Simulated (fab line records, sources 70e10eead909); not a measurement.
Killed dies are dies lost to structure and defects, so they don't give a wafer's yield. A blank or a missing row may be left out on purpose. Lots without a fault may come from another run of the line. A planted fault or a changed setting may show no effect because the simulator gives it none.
fab line records | flow nand_harc | part 1 of 2: steps 1 to 23 of 34
record lots=5 wafers=15 last_day=32
route steps=1302 shown P_ZERO_WELL@16
lots that met no fault: from a run of the same line without faults
start_h: hours from the record's first day to the start of the lot's first wafer shown | wait_h: hours since the lot's step before | " the same as in the row above | L1.1+2: a row that stands for several wafers | - no value, or no start given | * or withheld: withheld | < > ~ a bound
route shown NAME@n: a module of which the file shows steps, and the number in the route of the first | usual: mean/standard deviation of fault-free wafers | same: alike in all rows | chamber/n: place in a boat | sites: the reading at each site | _std_site: their standard deviation | _edge_site: outer sites' mean less inner sites' | radius_mm: how far each site lies from the wafer's centre | mask NAME#n: copy n | behind: the tool/chamber that last shaped the wafer | hold: why the lot was held/for how many hours/how that ended | device: the transistor (n, p or np) that didn't switch | end of line: the same wafers' tests at the end of the route | a step without rows: its recipe alone | killed: dies lost to structure and defects at the first sort, not the wafer's yield | map: a wafer's dies, x killed, . not, _ none there
set.NAME: the setting as run; set.NAME@STEP: as run at that earlier step | model.NAME: the simulator's own value behind a step, which no gauge read
lots at some steps of the route; a table a step, a row a wafer
services: from which hour (start_h, from the record's first day; less than 0 if before it) a tool's chamber was out of use, for how many hours, and why
## steps
# step NHARC_P_ZERO_WELL_DESCUM_13
# recipe time_s=3 o2_flow_sccm=200 ar_flow_sccm=0 bias_power_w=0 chemistry=O2
# usual drypump_motor_current_A=5.8/0.42 oes_product_au=1.001/0.01 rf_vpp_V=57.9/0.93 showerhead_plenum_p_Torr=1.93/0.093 throttle_valve_pct=11.311/0.01
# columns lot.wafer tool chamber start_h wait_h drypump_motor_current_A oes_product_au rf_hours_counter_h rf_vpp_V showerhead_plenum_p_Torr throttle_valve_pct
L077.2 rie_diel-09 0 51.29 - 5.7 1.021 27 59.0 2.00 11.321
L077.4 " 3 " " 6.4 1.015 27 57.2 1.77 11.322
L077.5 " 0 " " 5.7 1.013 - 59.4 2.00 11.309
L080.1 rie_diel-05 3 81.40 - 5.2 1.014 4 57.9 1.79 11.312
L080.2 " 0 " " 5.0 1.007 4 58.6 1.98 11.313
L080.6 " 1 " " 5.8 1.016 - 57.2 2.07 11.308
L085.4 rie_diel-01 0 131.67 - 5.9 1.002 28 58.0 1.84 11.317
L085.1 " 1 " " 5.3 0.994 26 58.7 1.90 11.314
L085.6 " 3 " " 5.8 1.013 - 59.0 1.96 11.321
L089.1 rie_diel-01 2 171.40 - 6.4 0.985 49 56.3 1.83 11.320
L089.3 " 0 " " 6.0 1.002 43 57.0 1.83 11.311
L089.6 " 2 " " 6.4 0.987 - 56.9 1.83 11.313
L096.3 rie_diel-01 1 241.28 - 5.2 0.984 11 58.2 1.89 11.313
L096.2 " 3 " " 5.8 0.994 14 59.6 1.95 11.295
L096.6 " 2 " " 6.4 0.995 - 57.4 1.82 11.310
# step NHARC_P_ZERO_WELL_ETCH_65
# recipe target_depth_a=800 overetch_a=240 time_s=87.88 ion_energy_ev=200 n2_flow_sccm=150 h2_flow_sccm=150 ar_flow_sccm=0 rf_w=400 bias_w=150 chemistry=N2/H2
# usual drypump_motor_current_A=5.8/0.44 oes_product_au=1.002/0.01 rf_fwd_power_W=396.8/1.4 rf_vpp_V=430.7/2.9 showerhead_plenum_p_Torr=2.05/0.1 throttle_valve_pct=14.172/0.0084
# columns lot.wafer tool chamber start_h wait_h drypump_motor_current_A oes_product_au rf_fwd_power_W rf_hours_counter_h rf_vpp_V showerhead_plenum_p_Torr throttle_valve_pct
L077.4 rie_diel-09 3 51.39 0.1 6.4 1.012 396.2 27 425.2 1.88 14.163
L077.2 " 0 " " 5.7 1.014 397.3 27 433.7 2.14 14.169
L077.5 " 1 " " 5.9 0.996 395.9 - 433.7 2.15 14.174
L080.1 rie_diel-05 2 81.48 0.1 5.9 1.006 397.6 5 433.0 2.12 14.158
L080.2 " 3 " " 5.2 1.011 394.0 4 426.9 1.90 14.179
L080.6 " 2 " " 5.9 0.992 397.2 - 433.1 2.12 14.175
L085.1 rie_diel-01 2 131.75 0.1 6.4 0.987 396.8 31 427.7 1.95 14.179
L085.4 " 3 " " 5.8 1.004 396.1 32 432.9 2.09 14.170
L085.6 " 2 " " 6.4 0.991 398.4 - 426.2 1.95 14.186
L089.1 rie_diel-01 2 171.48 0.1 6.4 0.982 397.9 49 427.1 1.95 14.175
L089.3 " 3 " " 5.8 1.007 394.6 47 431.9 2.09 14.179
L089.6 " 3 " " 5.8 1.018 398.1 - 431.6 2.09 14.188
L096.2 rie_diel-01 2 241.37 0.1 6.4 0.994 398.1 11 427.7 1.94 14.169
L096.3 " 0 " " 6.0 1.006 394.9 14 427.8 1.94 14.164
L096.6 " 2 " " 6.3 1.001 397.4 - 428.2 1.94 14.162
# step NHARC_P_ZERO_WELL_ETCH_62
# recipe target_depth_a=130 time_s=6.5 chf3_flow_sccm=50 ar_flow_sccm=200 rf_w=500 bias_w=200 chemistry=CHF3/Ar
# usual drypump_motor_current_A=5.8/0.43 oes_product_au=0.960/0.02 rf_fwd_power_W=487.9/1.9 rf_vpp_V=371.0/2.6 showerhead_plenum_p_Torr=2.36/0.11 throttle_valve_pct=20.216/0.0092
# columns lot.wafer tool chamber start_h wait_h drypump_motor_current_A oes_product_au rf_fwd_power_W rf_hours_counter_h rf_vpp_V showerhead_plenum_p_Torr throttle_valve_pct
L077.4 rie_diel-09 3 - - 6.4 0.930 487.5 27 367.1 2.17 20.219
L077.2 " 0 " " 5.8 0.927 486.6 27 373.3 2.45 20.214
L077.5 " 3 " " 6.4 0.918 486.0 - 366.0 2.17 20.212
L080.2 rie_diel-05 0 - - 5.0 0.975 490.5 5 371.9 2.42 20.214
L080.1 " 1 " " 5.8 0.976 489.2 5 375.0 2.53 20.202
L080.6 " 3 " " 5.2 0.989 488.8 - 368.2 2.19 20.224
L085.4 rie_diel-01 3 - - 5.8 0.968 483.9 32 372.0 2.40 20.211
L085.1 " 2 " " 6.4 0.968 488.3 31 367.5 2.25 20.200
L085.6 " 3 " " 5.8 0.962 486.3 - 372.0 2.40 20.205
L089.3 rie_diel-01 3 - - 5.8 0.973 486.8 47 373.1 2.39 20.218
L089.1 " 0 " " 5.9 0.987 487.5 43 368.6 2.25 20.230
L089.6 " 0 " " 5.9 0.990 487.8 - 368.3 2.25 20.205
L096.3 rie_diel-01 2 - - 6.4 0.952 489.5 12 368.0 2.24 20.222
L096.2 " 3 " " 5.8 0.975 486.9 14 371.2 2.39 20.216
L096.6 " 1 " " 5.2 0.949 490.6 - 370.3 2.32 20.209
# step NHARC_P_ZERO_WELL_ETCH_63
# recipe target_depth_a=1200 time_s=40.1 hbr_flow_sccm=150 cl2_flow_sccm=50 rf_w=400 icp_w=400 bias_w=100 chemistry=HBr/Cl2
# usual drypump_motor_current_A=5.9/0.42 oes_product_au=1.001/0.01 rf_fwd_power_W=394.6/1.9 throttle_valve_pct=26.406/0.0087
# columns lot.wafer tool chamber start_h wait_h drypump_motor_current_A oes_product_au rf_fwd_power_W rf_hours_counter_h throttle_valve_pct
L077.4 rie_si-05 1 51.56 - 5.3 1.000 393.9 0.46 26.404
L077.2 " 3 " " 6.6 0.999 393.3 0.72 26.409
L077.5 " 1 " " 5.3 1.001 394.3 - 26.408
L080.1 rie_si-02 0 81.71 - 5.6 1.001 398.7 0.73 26.400
L080.2 " 1 " " 5.4 1.003 394.6 0.88 26.392
L080.6 " 3 " " 5.9 1.012 396.0 - 26.397
L085.1 rie_si-03 1 131.93 - 6.5 1.006 393.8 0.48 26.405
L085.4 " 2 " " 5.4 0.994 395.1 0.47 26.414
L085.6 " 0 " " 6.0 1.008 395.7 - 26.382
L089.1 rie_si-05 1 171.66 - 5.3 0.991 394.9 0.26 26.404
L089.3 " 0 " " 6.3 0.996 391.8 0.26 26.418
L089.6 " 1 " " 5.3 0.987 393.2 - 26.408
L096.3 rie_si-02 3 241.54 - 5.8 0.997 396.3 0.84 26.412
L096.2 " 2 " " 6.3 0.997 396.5 0.89 26.407
L096.6 " 3 " " 5.9 1.005 396.9 - 26.407
# step NHARC_P_ZERO_WELL_STRIP_15
# recipe time_s=900 temp_c=130 chemistry=SPM
# columns lot.wafer tool chamber start_h wait_h
L077.4+2+5 wet_bench-02 3,6,7 51.70 -
L080.6+2+1 wet_bench-05 0,3,4 81.85 -
L085.6+4+1 wet_bench-05 6,0,3 132.07 -
L089.6+1+3 wet_bench-02 5,6,7 171.82 -
L096.6+3+2 wet_bench-02 4,5,0 241.69 -
# step NHARC_P_ZERO_WELL_DEHYDRATE_16
# recipe temp_c=150 time_s=120
# usual heater_power_total_W=182.7/1.3 resist_line_temp_C=23.00/0.11
# columns lot.wafer tool chamber start_h wait_h heater_power_total_W resist_line_temp_C
L077.2 litho_track-03 0 52.10 - 182.4 23.11
L077.4 " 0 " " 182.7 23.16
L077.5 " 0 " " 181.9 23.12
L080.1 litho_track-05 0 82.19 - 183.0 23.05
L080.2 " 0 " " 182.7 23.14
L080.6 " 0 " " 182.2 23.14
L085.1 litho_track-07 0 132.42 - 180.4 22.77
L085.4 " 0 " " 182.7 22.86
L085.6 " 0 " " 184.0 22.87
L089.1 litho_track-03 0 172.16 - 181.9 23.08
L089.3 " 0 " " 183.1 23.06
L089.6 " 0 " " 182.0 23.21
L096.2 litho_track-07 0 242.04 - 184.0 23.06
L096.3 " 0 " " 180.9 23.07
L096.6 " 0 " " 184.6 22.85
# step NHARC_P_ZERO_WELL_HMDS_17
# recipe time_s=30
# usual resist_line_temp_C=22.99/0.086
# columns lot.wafer tool chamber start_h wait_h resist_line_temp_C
L077.2 litho_track-03 0 - - 23.02
L077.4 " 0 " " 23.04
L077.5 " 0 " " 22.93
L080.1 litho_track-05 0 - - 22.92
L080.2 " 0 " " 22.97
L080.6 " 0 " " 22.99
L085.1 litho_track-07 0 - - 22.96
L085.4 " 0 " " 23.02
L085.6 " 0 " " 23.05
L089.1 litho_track-03 0 - - 23.14
L089.3 " 0 " " 23.00
L089.6 " 0 " " 23.21
L096.2 litho_track-07 0 - - 22.94
L096.3 " 0 " " 22.83
L096.6 " 0 " " 22.86
# step NHARC_P_ZERO_WELL_COAT_18
# recipe spin_rpm=withheld
# usual resist_line_temp_C=23.01/0.097
# columns lot.wafer tool chamber start_h wait_h resist_line_temp_C
L077.2 litho_track-03 0 - - 22.98
L077.4 " 0 " " 23.07
L077.5 " 0 " " 23.18
L080.1 litho_track-05 0 - - 22.99
L080.2 " 0 " " 22.92
L080.6 " 0 " " 23.10
L085.1 litho_track-07 0 - - 23.03
L085.4 " 0 " " 23.12
L085.6 " 0 " " 23.03
L089.1 litho_track-03 0 - - 22.90
L089.3 " 0 " " 22.95
L089.6 " 0 " " 23.01
L096.2 litho_track-07 0 - - 23.07
L096.3 " 0 " " 22.93
L096.6 " 0 " " 23.00
# step NHARC_P_ZERO_WELL_SOFTBAKE_19
# recipe temp_c=122 time_s=95
# usual heater_power_total_W=160.1/0.49 resist_line_temp_C=22.99/0.11
# columns lot.wafer tool chamber start_h wait_h heater_power_total_W resist_line_temp_C
L077.2 litho_track-03 0 - - 160.7 22.88
L077.4 " 0 " " 160.4 22.90
L077.5 " 0 " " 160.6 22.81
L080.1 litho_track-05 0 - - 160.1 22.80
L080.2 " 0 " " 160.6 22.79
L080.6 " 0 " " 159.8 22.85
L085.1 litho_track-07 0 - - 160.3 23.05
L085.4 " 0 " " 160.3 22.93
L085.6 " 0 " " 159.8 22.97
L089.1 litho_track-03 0 - - 160.5 23.00
L089.3 " 0 " " 160.2 23.06
L089.6 " 0 " " 159.1 23.05
L096.2 litho_track-07 0 - - 159.1 22.94
L096.3 " 0 " " 160.0 23.08
L096.6 " 0 " " 159.8 23.14
# step NHARC_P_ZERO_WELL_EBR_20
# usual resist_line_temp_C=22.99/0.1
# columns lot.wafer tool chamber start_h wait_h resist_line_temp_C
L077.2 litho_track-03 0 - - 22.85
L077.4 " 0 " " 22.73
L077.5 " 0 " " 22.90
L080.1 litho_track-05 0 - - 22.95
L080.2 " 0 " " 23.08
L080.6 " 0 " " 22.91
L085.1 litho_track-07 0 - - 23.08
L085.4 " 0 " " 23.03
L085.6 " 0 " " 22.96
L089.1 litho_track-03 0 - - 23.14
L089.3 " 0 " " 22.96
L089.6 " 0 " " 22.91
L096.2 litho_track-07 0 - - 22.93
L096.3 " 0 " " 22.97
L096.6 " 0 " " 23.04
# step NHARC_P_ZERO_WELL_EXPOSE_21
# recipe na=0.6 target_cd_nm=720 dose_mj=22.31 mask_id=P_NWELL
# columns lot.wafer tool chamber start_h wait_h mask
L077.2+4+5 krf_scanner-04 0 52.37 - P_NWELL#0
L080.1+2+6 krf_scanner-03 0 82.46 - P_NWELL#0
L085.1+4+6 krf_scanner-01 0 132.69 - P_NWELL#0
L089.1+3+6 krf_scanner-03 0 172.43 - P_NWELL#0
L096.2+3+6 krf_scanner-03 0 242.31 - P_NWELL#0
# step NHARC_P_ZERO_WELL_PEB_22
# recipe peb_temp_c=118 peb_time_s=85
# usual heater_power_total_W=163.97/0.26 resist_line_temp_C=22.98/0.11
# columns lot.wafer tool chamber start_h wait_h heater_power_total_W resist_line_temp_C
L077.2 litho_track-05 0 52.43 0.1 163.63 22.85
L077.4 " 0 " " 163.62 22.91
L077.5 " 0 " " 163.78 23.01
L080.1 litho_track-03 0 82.53 0.1 164.04 23.05
L080.2 " 0 " " 164.15 22.82
L080.6 " 0 " " 163.97 22.90
L085.1 litho_track-05 0 132.75 0.1 163.63 22.88
L085.4 " 0 " " 164.19 22.91
L085.6 " 0 " " 164.04 22.94
L089.1 litho_track-05 0 172.50 0.1 164.17 22.96
L089.3 " 0 " " 163.74 22.86
L089.6 " 0 " " 164.45 23.08
L096.2 litho_track-05 0 242.38 0.1 164.15 22.98
L096.3 " 0 " " 163.61 22.91
L096.6 " 0 " " 164.04 22.90
# step NHARC_P_ZERO_WELL_DEVELOP_23
# recipe time_s=70
# usual resist_line_temp_C=22.98/0.1
# columns lot.wafer tool chamber start_h wait_h resist_line_temp_C
L077.2 litho_track-05 0 - - 23.01
L077.4 " 0 " " 22.93
L077.5 " 0 " " 23.00
L080.1 litho_track-03 0 - - 22.93
L080.2 " 0 " " 22.90
L080.6 " 0 " " 22.85
L085.1 litho_track-05 0 - - 23.02
L085.4 " 0 " " 22.91
L085.6 " 0 " " 22.93
L089.1 litho_track-05 0 - - 22.88
L089.3 " 0 " " 22.82
L089.6 " 0 " " 22.81
L096.2 litho_track-05 0 - - 22.88
L096.3 " 0 " " 22.94
L096.6 " 0 " " 23.02
# step NHARC_P_ZERO_WELL_CD_MEAS_24
# recipe target_cd_nm=720 landing_energy_ev=500
# usual cd_nm=719.2/1.5
# columns lot.wafer tool chamber start_h wait_h cd_nm
L077.2 cd_sem-01 0 52.53 - 719.0
L077.4 " 0 " " 720.3
L077.5 " 0 " " 720.2
L080.1 cd_sem-01 0 82.62 - 719.6
L080.2 " 0 " " 719.4
L080.6 " 0 " " 718.5
L085.1 cd_sem-03 0 132.84 - 718.4
L085.4 " 0 " " 723.8
L085.6 " 0 " " 723.4
L089.1 cd_sem-01 0 172.59 - 719.6
L089.3 " 0 " " 718.5
L089.6 " 0 " " 718.3
L096.2 cd_sem-03 0 242.47 - 720.0
L096.3 " 0 " " 718.5
L096.6 " 0 " " 720.3
# step NHARC_P_ZERO_WELL_HARDBAKE_25
# recipe temp_c=125 time_s=80
# usual heater_power_total_W=184.0/0.73 resist_line_temp_C=22.99/0.093
# columns lot.wafer tool chamber start_h wait_h heater_power_total_W resist_line_temp_C
L077.2 litho_track-07 0 52.61 - 182.9 22.88
L077.4 " 0 " " 183.5 23.02
L077.5 " 0 " " 184.8 23.05
L080.1 litho_track-03 0 82.70 - 184.0 22.94
L080.2 " 0 " " 182.8 22.89
L080.6 " 0 " " 183.5 22.98
L085.1 litho_track-03 0 132.92 - 184.1 22.96
L085.4 " 0 " " 183.3 22.93
L085.6 " 0 " " 185.0 22.89
L089.1 litho_track-05 0 172.67 - 184.4 22.86
L089.3 " 0 " " 184.2 22.86
L089.6 " 0 " " 185.0 23.04
L096.2 litho_track-07 0 242.55 - 184.3 22.98
L096.3 " 0 " " 184.9 23.06
L096.6 " 0 " " 184.2 23.04
# step NHARC_P_ZERO_WELL_DESCUM_26
# recipe time_s=3 o2_flow_sccm=200 ar_flow_sccm=0 bias_power_w=0 chemistry=O2
# usual drypump_motor_current_A=5.8/0.42 oes_product_au=1.001/0.0097 rf_vpp_V=57.8/0.95 showerhead_plenum_p_Torr=1.94/0.092 throttle_valve_pct=11.312/0.0094
# columns lot.wafer tool chamber start_h wait_h drypump_motor_current_A oes_product_au rf_hours_counter_h rf_vpp_V showerhead_plenum_p_Torr throttle_valve_pct
L077.2 rie_diel-09 1 52.68 - 5.9 0.989 21 58.7 2.01 11.320
L077.4 " 0 " " 5.7 1.006 28 58.3 2.00 11.315
L077.5 " 1 " " 5.9 0.998 - 58.1 2.01 11.310
L080.1 rie_diel-01 2 82.86 - 6.4 0.999 15 57.5 1.84 11.314
L080.2 " 3 " " 5.8 0.998 16 58.4 1.97 11.311
L080.6 " 1 " " 5.2 0.995 - 58.4 1.91 11.326
L085.4 rie_diel-01 1 133.00 - 5.2 0.991 26 56.4 1.90 11.309
L085.1 " 0 " " 6.0 1.002 29 57.0 1.84 11.321
L085.6 " 2 " " 6.4 0.997 - 58.0 1.83 11.311
L089.3 rie_diel-09 1 172.75 - 5.9 0.988 4 57.0 2.00 11.321
L089.1 " 2 " " 6.2 0.992 5 58.2 1.97 11.339
L089.6 " 1 " " 5.9 0.992 - 59.1 2.00 11.317
L096.2 rie_diel-01 3 242.63 - 5.8 0.995 14 56.7 1.95 11.295
L096.3 " 2 " " 6.4 0.990 12 55.8 1.82 11.303
L096.6 " 3 " " 5.8 1.005 - 57.2 1.95 11.307
# step NHARC_P_ZERO_WELL_IMPLANT_27
# recipe energy_kev=600 dose_cm2=1e+13 tilt_deg=7
# columns lot.wafer tool chamber start_h wait_h
L077.2+4+5 implanter-02 0 52.86 0.2
L080.1+2+6 implanter-01 0 82.99 0.1
L085.1+4+6 implanter-02 0 133.15 0.1
L089.1+3+6 implanter-01 0 172.90 0.1
L096.2+3+6 implanter-01 0 242.81 0.2
# step NHARC_P_ZERO_WELL_IMPLANT_57
# recipe energy_kev=250 dose_cm2=4e+12 tilt_deg=7
# columns lot.wafer tool chamber start_h wait_h
L077.2+4+5 implanter-02 0 53.04 0.1
L080.1+2+6 implanter-01 0 83.17 0.2
L085.1+4+6 implanter-02 0 133.33 0.2
L089.1+3+6 implanter-01 0 173.08 0.2
L096.2+3+6 implanter-01 0 242.99 0.2
# step NHARC_P_ZERO_WELL_IMPLANT_58
# recipe energy_kev=100 dose_cm2=2e+12 tilt_deg=7
# columns lot.wafer tool chamber start_h wait_h
L077.2+4+5 implanter-02 0 53.22 0.1
L080.1+2+6 implanter-01 0 83.36 0.2
L085.1+4+6 implanter-02 0 133.51 0.2
L089.1+3+6 implanter-01 0 173.26 0.2
L096.2+3+6 implanter-01 0 243.17 0.1
# step NHARC_P_ZERO_WELL_STRIP_28
# recipe time_s=840 temp_c=130 chemistry=SPM
# columns lot.wafer tool chamber start_h wait_h
L077.4+5+2 wet_bench-05 0,3,4 53.41 0.1
L080.2+1+6 wet_bench-05 4,7,0 83.57 0.2
L085.6+4+1 wet_bench-02 5,7,0 133.73 0.0
L089.6+3+1 wet_bench-04 0,3,5 173.47 0.0
L096.2+3+6 wet_bench-05 2,3,6 243.35 0.2
# step NHARC_P_ZERO_WELL_DEHYDRATE_29
# recipe temp_c=150 time_s=120
# usual heater_power_total_W=182.5/1.2 resist_line_temp_C=22.99/0.11
# columns lot.wafer tool chamber start_h wait_h heater_power_total_W resist_line_temp_C
L077.2 litho_track-05 0 53.74 - 181.2 22.90
L077.4 " 0 " " 184.3 22.78
L077.5 " 0 " " 183.3 22.81
L080.1 litho_track-05 0 83.90 - 180.8 22.87
L080.2 " 0 " " 183.3 22.99
L080.6 " 0 " " 182.7 23.07
L085.1 litho_track-03 0 134.06 - 183.6 23.07
L085.4 " 0 " " 182.2 23.00
L085.6 " 0 " " 183.5 23.01
L089.1 litho_track-05 0 173.80 - 182.1 23.06
L089.3 " 0 " " 182.1 23.01
L089.6 " 0 " " 183.5 23.24
L096.2 litho_track-03 0 243.69 - 182.9 23.05
L096.3 " 0 " " 183.2 22.99
L096.6 " 0 " " 184.1 22.96
# step NHARC_P_ZERO_WELL_HMDS_30
# recipe time_s=30
# usual resist_line_temp_C=22.99/0.1
# columns lot.wafer tool chamber start_h wait_h resist_line_temp_C
L077.2 litho_track-05 0 - - 23.04
L077.4 " 0 " " 23.02
L077.5 " 0 " " 23.00
L080.1 litho_track-05 0 - - 23.05
L080.2 " 0 " " 23.10
L080.6 " 0 " " 23.04
L085.1 litho_track-03 0 - - 22.94
L085.4 " 0 " " 22.81
L085.6 " 0 " " 22.71
L089.1 litho_track-05 0 - - 22.87
L089.3 " 0 " " 22.84
L089.6 " 0 " " 23.03
L096.2 litho_track-03 0 - - 22.95
L096.3 " 0 " " 23.10
L096.6 " 0 " " 23.10
# step NHARC_P_ZERO_WELL_COAT_31
# recipe spin_rpm=withheld
# usual resist_line_temp_C=23.03/0.11
# columns lot.wafer tool chamber start_h wait_h resist_line_temp_C
L077.2 litho_track-05 0 - - 22.94
L077.4 " 0 " " 23.05
L077.5 " 0 " " 23.18
L080.1 litho_track-05 0 - - 23.13
L080.2 " 0 " " 23.09
L080.6 " 0 " " 23.20
L085.1 litho_track-03 0 - - 23.03
L085.4 " 0 " " 22.93
L085.6 " 0 " " 22.96
L089.1 litho_track-05 0 - - 23.13
L089.3 " 0 " " 23.00
L089.6 " 0 " " 22.96
L096.2 litho_track-03 0 - - 23.07
L096.3 " 0 " " 23.05
L096.6 " 0 " " 22.88
